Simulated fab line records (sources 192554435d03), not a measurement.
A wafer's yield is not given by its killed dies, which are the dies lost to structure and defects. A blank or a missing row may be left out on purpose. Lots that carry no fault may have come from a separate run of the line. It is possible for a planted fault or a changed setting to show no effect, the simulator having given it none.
Which tool did it?    flow n5Finfet    Sampling: 22 lots, 66 wafers, 3 of 1938 route steps

== WHAT THE GAUGES SHOWED, per wafer ==
N5_BEOL_M7_OVL_MEAS_12. Usual: M7_OVL 0.1 nm, standard deviation 0.78.
lot   measured      on          M7_OVL (nm)     flag
L076  day 8 15:22   overlay-01  -1.1 0.4 -0.4   
L074  day 8 15:54   overlay-01  -0.4 0.3 0.4    
L077  day 9 04:02   overlay-01  -0.2 -0.6 -0.4  
L078  day 9 10:22   overlay-02  1.1 -0.3 -0.1   
L079  day 9 13:10   overlay-01  -0.4 -0.3 0.8   
L082  day 12 01:43  overlay-02  -0.7 -1.0 -0.2  
L080  day 12 05:18  overlay-02  -0.3 1.1 0.1    
L085  day 12 10:38  overlay-01  -0.1 -0.9 -0.3  
L083  day 12 15:08  overlay-02  1.6 0.8 1.3     
L086  day 12 19:01  overlay-02  0.7 0.6 -0.3    
L084  day 12 19:04  overlay-02  0.1 0.3 -1.0    
L088  day 12 21:20  overlay-02  1.1 0.5 0.1     
L090  day 13 02:09  overlay-01  -0.1 0.1 0.4    
L089  day 13 02:25  overlay-01  -0.5 0.1 -1.2   
L091  day 13 11:56  overlay-01  2.1 1.3 1.5     
L092  day 13 12:15  overlay-02  0.2 -0.1 0.0    
L093  day 14 00:24  overlay-01  0.3 0.4 0.4     
L094  day 14 06:45  overlay-02  -1.0 0.2 0.7    
L095  day 14 10:43  overlay-01  1.3 0.5 0.6     
L096  day 14 22:07  overlay-02  0.5 0.6 1.1     
L081  day 15 02:21  overlay-02  0.1 -0.3 -0.3   
L097  day 15 07:25  overlay-02  -1.1 -0.8 -1.5  

== EACH LOT AND THE TOOL THAT RAN IT (in order: tool; ch and the chambers of the sampled wafers; start) ==
lot   N5_BEOL_M6_CMP_52              N5_BEOL_M7_ILD_DEP_00
L076  cmp-02 ch 1,2,3, day 8 13:49   pecvd-02 ch 1,2, day 8 14:16
L074  cmp-04 ch 1,2,3, day 8 13:54   pecvd-04 ch 0,1,2, day 8 14:23
L077  cmp-01 ch 1,2, day 9 00:55     pecvd-03 ch 0,1, day 9 02:28
L078  cmp-04 ch 0,1, day 9 08:46     pecvd-04 ch 0,1,2, day 9 09:17
L079  cmp-01 ch 1,2,3, day 9 11:31   pecvd-04 ch 1,2, day 9 11:58
L082  cmp-02 ch 0,2,3, day 11 23:56  pecvd-02 ch 0,1, day 12 00:19
L080  cmp-01 ch 1,2,3, day 12 01:22  pecvd-02 ch 0,1, day 12 01:49
L085  cmp-02 ch 1,2,3, day 12 08:51  pecvd-04 ch 0,1,2, day 12 09:17
L083  cmp-02 ch 1,2,3, day 12 11:26  pecvd-04 ch 1,2, day 12 11:58
L086  cmp-01 ch 0,2,3, day 12 15:50  pecvd-02 ch 0,1,2, day 12 16:17
L084  cmp-04 ch 0,2,3, day 12 16:37  pecvd-02 ch 1,2, day 12 17:05
L088  cmp-02 ch 2,3, day 12 19:27    pecvd-04 ch 0,1,2, day 12 19:56
L090  cmp-04 ch 0,3, day 12 22:41    pecvd-04 ch 0,2, day 12 23:10
L089  cmp-02 ch 0,3, day 12 23:51    pecvd-02 ch 0,2, day 13 00:20
L091  cmp-04 ch 1,2, day 13 08:24    pecvd-02 ch 0,1, day 13 08:53
L092  cmp-01 ch 1,3, day 13 09:40    pecvd-04 ch 0,1,2, day 13 10:07
L093  cmp-01 ch 0,1,2, day 13 22:42  pecvd-04 ch 0,1,2, day 13 23:11
L094  cmp-02 ch 0,3, day 14 04:37    pecvd-02 ch 0,2, day 14 05:07
L095  cmp-04 ch 1,2,3, day 14 08:09  pecvd-04 ch 1,2, day 14 08:31
L096  cmp-04 ch 1,2,3, day 14 17:40  pecvd-02 ch 0,1,2, day 14 18:08
L081  cmp-02 ch 0,2,3, day 14 22:59  pecvd-04 ch 0,1,2, day 14 23:26
L097  cmp-01 ch 0,1,2, day 15 04:43  pecvd-03 ch 0, day 15 05:08
- N5_BEOL_M6_CMP_52: polishes, stops on SiCOH lowk, t overpolish 6.9 s, target thk 80 nm.
- N5_BEOL_M7_ILD_DEP_00: deposits SiCOH lowk from DEMS/porogen, target thk 179.75 nm, time 33.4 s.

== WHAT THE TOOLS THEMSELVES READ (means of the sampled wafers that have a number; where no wafer has one, the mark that the record gives instead) ==
N5_BEOL_M6_CMP_52. Usual: barrierFieldEndpointS 29.0 s, standard deviation 0.86; clearingPlatenRpm 49.993 rpm, standard deviation 0.029; motorCurrentA 6.0 A, standard deviation 0.66; overpolishRunS 6.900 s, standard deviation 0.0085; timeToEndpointS 63 s, standard deviation 3.9.
lot   tool    barrierFieldEndpointS (s)  clearingPlatenRpm (rpm)  motorCurrentA (A)  overpolishRunS (s)  timeToEndpointS (s)  flag
L076  cmp-02  29.4                       49.978                   6.3                6.899               62                   
L074  cmp-04  28.9                       50.024                   5.6                6.894               67                   
L077  cmp-01  28.9                       49.981                   5.6                6.903               61                   
L078  cmp-04  29.5                       50.024                   5.3                6.904               65                   
L079  cmp-01  28.3                       49.981                   6.0                6.900               60                   
L082  cmp-02  29.4                       50.019                   6.2                6.896               62                   
L080  cmp-01  28.5                       50.009                   5.9                6.912               63                   
L085  cmp-02  28.7                       49.975                   6.4                6.900               61                   
L083  cmp-02  28.5                       49.991                   6.4                6.896               60                   
L086  cmp-01  29.1                       50.009                   6.1                6.899               64                   
L084  cmp-04  29.0                       49.997                   5.8                6.908               66                   
L088  cmp-02  29.5                       49.984                   6.4                6.902               63                   
L090  cmp-04  30.0                       49.990                   5.7                6.912               68                   
L089  cmp-02  28.8                       49.988                   6.8                6.907               61                   
L091  cmp-04  28.6                       49.968                   5.3                6.906               60                   
L092  cmp-01  29.1                       49.977                   6.0                6.903               61                   
L093  cmp-01  29.1                       49.990                   5.9                6.898               62                   
L094  cmp-02  29.2                       50.016                   6.7                6.894               61                   
L095  cmp-04  30.2                       49.994                   5.7                6.896               63                   
L096  cmp-04  28.4                       49.994                   5.6                6.895               62                   
L081  cmp-02  28.8                       49.987                   6.2                6.908               61                   
L097  cmp-01  28.0                       50.001                   5.7                6.892               62                   

N5_BEOL_M7_ILD_DEP_00. Usual: heaterPowerOuterW 152 W, standard deviation 34; heaterPowerW 318 W, standard deviation 45; showerheadPlenumPTorr 5.743 Torr, standard deviation 0.013; showerheadVppV 1373 V, standard deviation 78; susceptorTempC 300.03 C, standard deviation 0.2; throttleValvePct 13.8 %, standard deviation 0.78.
lot   tool      heaterPowerOuterW (W)  heaterPowerW (W)  showerheadPlenumPTorr (Torr)  showerheadVppV (V)  susceptorTempC (C)  throttleValvePct (%)  flag
L076  pecvd-02  196                    364               5.747                         1357                299.96              13.3                  
L074  pecvd-04  123                    279               5.754                         1412                300.18              13.9                  
L077  pecvd-03  161                    318               5.711                         1410                299.87              13.9                  
L078  pecvd-04  132                    292               5.744                         1410                299.98              13.8                  
L079  pecvd-04  119                    280               5.747                         1408                300.00              14.1                  
L082  pecvd-02  187                    354               5.736                         1295                300.16              13.9                  
L080  pecvd-02  177                    342               5.741                         1291                300.10              14.0                  
L085  pecvd-04  122                    278               5.753                         1405                300.07              13.9                  
L083  pecvd-04  141                    307               5.758                         1407                300.08              14.3                  
L086  pecvd-02  171                    339               5.734                         1341                299.91              13.6                  
L084  pecvd-02  205                    377               5.762                         1363                300.22              13.2                  
L088  pecvd-04  127                    288               5.745                         1419                299.94              13.9                  
L090  pecvd-04  115                    266               5.748                         1351                300.19              13.3                  
L089  pecvd-02  200                    383               5.737                         1367                299.89              13.3                  
L091  pecvd-02  175                    356               5.751                         1308                300.11              13.9                  
L092  pecvd-04  137                    299               5.746                         1412                300.10              13.8                  
L093  pecvd-04  115                    269               5.747                         1403                300.09              14.1                  
L094  pecvd-02  201                    386               5.737                         1377                299.87              13.2                  
L095  pecvd-04  126                    290               5.752                         1467                299.77              14.9                  
L096  pecvd-02  172                    344               5.734                         1339                299.95              13.7                  
L081  pecvd-04  140                    301               5.737                         1415                299.96              14.1                  
L097  pecvd-03  145                    303               5.709                         1443                300.10              13.9                  

== THE ANSWER, worked out from the rows above alone ==
Rule: lot off if the mean of its wafers having a number is beyond 3 standard deviations from the usual mean. Also off: a lot with no number at a reading for which 4 or more lots have one. Where the step has rows for the other lots, those lots are counted as sound. The gauges are gone through in route order, then the tools' own readings, and for those a lot's mean is taken as printed above. The first step at which some lot is off is used, and at that step the reading that is off furthest; a lot without a number counts as furthest.
Nothing can be told from this: no lot is off at any reading shown.

== WHAT THE SIMULATOR HAD INSERTED ==
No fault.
